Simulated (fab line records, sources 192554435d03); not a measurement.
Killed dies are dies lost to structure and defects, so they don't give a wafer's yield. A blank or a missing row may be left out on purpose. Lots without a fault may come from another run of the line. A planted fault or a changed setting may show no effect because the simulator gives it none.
fab line records | flow n5_finfet
record lots=7 wafers=39
route steps=1938 shown FIN_SAQP@96 DUMMY_GATE@243 SD_EPI_N@281 HKMG_FIN@438 GATE_CUT@493 MOL_CONTACT_COAG@609 BEOL_M4@1111
start_h: hours from the record's first day to the start of the lot's first wafer shown | wait_h: hours since the lot's step before | " the same as in the row above | L1.1+2: a row that stands for several wafers | - no value, or no start given | * or withheld: withheld | < > ~ a bound
route shown NAME@n: a module of which the file shows steps, and the number in the route of the first | usual: mean/standard deviation of fault-free wafers | same: alike in all rows | chamber/n: place in a boat | sites: the reading at each site | _std_site: their standard deviation | _edge_site: outer sites' mean less inner sites' | radius_mm: how far each site lies from the wafer's centre | mask NAME#n: copy n | behind: the tool/chamber that last shaped the wafer | hold: why the lot was held/for how many hours/how that ended | device: the transistor (n, p or np) that didn't switch | end of line: the same wafers' tests at the end of the route | a step without rows: its recipe alone | killed: dies lost to structure and defects at the first sort, not the wafer's yield | map: a wafer's dies, x killed, . not, _ none there
set.NAME: the setting as run; set.NAME@STEP: as run at that earlier step | model.NAME: the simulator's own value behind a step, which no gauge read
lots whose settings were changed on purpose; a table a step, a row a wafer
## steps
# step N5_FIN_SAQP_HM_DEP_03
# recipe material=SiNx target_thk_a=380 temp_c=400 precursor=SiH4/NH3/N2 pressure_torr=1.5 rf_w=300 time_s=33.6
# step N5_DUMMY_GATE_ETCH_31
# recipe chemistry=C4F6/O2 target=SiO2 mask_material=SOC target_depth_a=825 time_s=27.5 ion_energy_ev=250 pressure_mtorr=30 source_w=345 bias_w=185 Ar_flow_sccm=300 C4F6_flow_sccm=10 O2_flow_sccm=10
# step N5_SD_EPI_N_SD_RECESS_17
# recipe chemistry=HBr/Cl2/O2 target_depth_a=410 mask_material=SOC time_s=23.7 bt_time_s=3 pressure_mtorr=10 icp_w=800 bias_w=112 HBr_flow_sccm=150 Cl2_flow_sccm=80 O2_flow_sccm=12
# step N5_HKMG_FIN_ETCH_35
# recipe chemistry=N2/H2 target=SOC target_depth_a=2158 ion_energy_ev=65 bias_w=5 source_w=3000 time_s=243.4 pressure_mtorr=30 n2_flow_sccm=200 h2_flow_sccm=200
# step N5_GATE_CUT_ETCH_37
# recipe chemistry=N2/H2 target=SOC target_depth_a=600 overetch_a=120 mask_material=SiARC temp_c=40 time_s=90 ion_energy_ev=200 pressure_mtorr=30 source_w=840 bias_w=150 n2_flow_sccm=200 h2_flow_sccm=200
# step N5_MOL_CONTACT_COAG_ETCHBACK_134
# recipe chemistry=CHF3 target=SiO2 target_depth_a=100 time_s=6.7 ion_energy_ev=200 pressure_mtorr=30 source_w=610 bias_w=170 Ar_flow_sccm=200 CHF3_flow_sccm=50
# step N5_BEOL_M4_RC_MEAS_101
# usual CJ_N=4.38/0.067
# columns lot.wafer tool chamber start_h wait_h set.target_thk_a@FIN_SAQP_HM_DEP_03 set.target_depth_a@DUMMY_GATE_ETCH_31 set.time_s@SD_EPI_N_SD_RECESS_17 set.time_s@HKMG_FIN_ETCH_35 set.bias_w@GATE_CUT_ETCH_37 set.target_depth_a@MOL_CONTACT_COAG_ETCHBACK_134 CJ_N
L074.2 prober-02 0 156.17 0.2 380 825 23.7 243.4 150 100 4.49
L074.4 " 0 " " 380 825 23.7 243.4 150 100 4.44
L074.6 " 0 " " 380 825 23.7 243.4 150 100 4.44
L079.1 prober-02 0 196.58 0.0 380 825 23.7 289.7 150 100 4.39
L079.2 " 0 " " 380 825 23.7 243.4 150 109.2 4.31
L079.3 " 0 " " 358.3 825 23.7 289.7 150 100 4.37
L079.4 " 0 " " 358.3 825 21.89 289.7 150 109.2 4.01
L079.5 " 0 " " 358.3 825 21.89 243.4 150 100 4.04
L079.6 " 0 " " 380 825 21.89 243.4 150 109.2 4.00
L083.1 prober-01 0 212.66 0.2 335.3 825 21.77 243.4 150 110.9 4.00
L083.2 " 0 " " 380 825 23.7 243.4 150 100 4.37
L083.3 " 0 " " 380 825 21.77 243.4 150 110.9 3.99
L083.4 " 0 " " 335.3 825 23.7 243.4 171.2 110.9 4.35
L083.5 " 0 " " 380 825 21.77 243.4 171.2 100 3.93
L083.6 " 0 " " 335.3 825 23.7 243.4 171.2 100 4.35
L085.1 prober-02 0 228.15 0.0 402.1 825 23.7 243.4 139.5 100 4.29
L085.2 " 0 " " 380 825 25.96 225.9 139.5 107.6 4.62
L085.3 " 0 " " 380 876.8 23.7 243.4 150 107.6 4.26
L085.4 " 0 " " 402.1 876.8 25.96 243.4 139.5 100 4.62
L085.5 " 0 " " 380 825 23.7 225.9 150 100 4.30
L085.6 " 0 " " 402.1 876.8 25.96 225.9 150 107.6 4.68
L087.1 prober-02 0 241.40 0.0 380 765.8 25.09 285 150 100 4.68
L087.2 " 0 " " 380 765.8 25.09 285 160.5 100 4.60
L087.3 " 0 " " 380 825 23.7 285 150 91.91 4.51
L087.4 " 0 " " 380 825 25.09 243.4 160.5 91.91 4.70
L087.5 " 0 " " 380 765.8 23.7 243.4 150 100 4.40
L087.6 " 0 " " 380 825 23.7 243.4 160.5 91.91 4.40
L088.1 prober-02 0 255.24 0.0 380 879.5 23.7 243.4 150 100 4.36
L088.2 " 0 " " 404.6 825 23.7 243.4 173.5 93.19 4.33
L088.3 " 0 " " 380 879.5 23.7 216.3 173.5 93.19 4.26
L088.4 " 0 " " 404.6 825 23.7 243.4 150 100 4.35
L088.5 " 0 " " 404.6 879.5 23.7 216.3 173.5 100 4.30
L088.6 " 0 " " 380 825 23.7 216.3 150 93.19 4.31
L094.1 prober-02 0 278.72 0.0 395.1 825 24.83 283.6 150 89.32 4.48
L094.2 " 0 " " 395.1 825 24.83 243.4 150 89.32 4.63
L094.3 " 0 " " 380 825 24.83 283.6 127.1 100 4.53
L094.4 " 0 " " 380 825 23.7 243.4 127.1 89.32 4.35
L094.5 " 0 " " 380 825 23.7 283.6 127.1 100 4.37
L094.6 " 0 " " 395.1 825 23.7 243.4 150 100 4.38
## key
split step=N5_FIN_SAQP_HM_DEP_03 setting=target_thk_a stated_as=380
response none clear
split step=N5_DUMMY_GATE_ETCH_31 setting=target_depth_a stated_as=825
response none clear
split step=N5_SD_EPI_N_SD_RECESS_17 setting=time_s stated_as=23.7
response step=N5_BEOL_M4_RC_MEAS_101 reading=CJ_N slope=+0.0414 per=1% together_with=all explained=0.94
split step=N5_HKMG_FIN_ETCH_35 setting=time_s stated_as=243.4
response none clear
split step=N5_GATE_CUT_ETCH_37 setting=bias_w stated_as=150
response none clear
split step=N5_MOL_CONTACT_COAG_ETCHBACK_134 setting=target_depth_a stated_as=100
response none clear
